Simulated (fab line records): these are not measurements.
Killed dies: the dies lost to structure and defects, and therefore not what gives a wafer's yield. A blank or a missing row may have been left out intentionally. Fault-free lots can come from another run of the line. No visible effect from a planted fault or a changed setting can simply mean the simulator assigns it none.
What tool caused it? + flow nand harc + 7 lots, 21 wafers sampled, at 1 step of a route of 1159

## WHAT THE GAUGES READ, wafer by wafer
NHARC_A_SLIT_OVL_MEAS_10.
| lot  | measured     | on         | overlay x nm (nm) |
|------|--------------|------------|-------------------|
| L682 | day 14 18:35 | overlay-02 | -0.5 -1.2 -1.4    |
| L680 | day 14 20:26 | overlay-01 | 0.8 1.1 0.0       |
| L692 | day 17 11:56 | overlay-01 | -1.3 -1.9 -1.5    |
| L697 | day 18 08:29 | overlay-01 | 0.2 0.5 0.6       |
| L695 | day 19 02:56 | overlay-02 | -0.5 0.3 -0.1     |
| L699 | day 19 07:41 | overlay-01 | 1.8 0.6 0.8       |
| L701 | day 19 22:23 | overlay-02 | 1.2 1.8 1.2       |

## EACH LOT AND THE TOOL THAT RAN IT (in order: tool; ch and the chambers of the sampled wafers; start)
Before these readings, the record contains no process step.

## THE ANSWER, worked out from the rows above alone
Rule: what is usual is taken from the lots themselves. The widest of any qualifying gaps counts: lots, ordered by their means at a reading, are off when they make up no more than a third of the lots, leave a main group of 4 or more, and stand apart from it by 3 or more times the standard deviation of that group's means. A main group is skipped when, at the precision printed for the reading in the tables above, its means are all equal. A lot without any number at a reading at which 4 lots or more have one is off too. Any other lot the step has rows for is counted as sound.
No lot is off at any reading shown: from this, nothing can be told.

## WHAT HAD BEEN PUT IN BY THE SIMULATOR
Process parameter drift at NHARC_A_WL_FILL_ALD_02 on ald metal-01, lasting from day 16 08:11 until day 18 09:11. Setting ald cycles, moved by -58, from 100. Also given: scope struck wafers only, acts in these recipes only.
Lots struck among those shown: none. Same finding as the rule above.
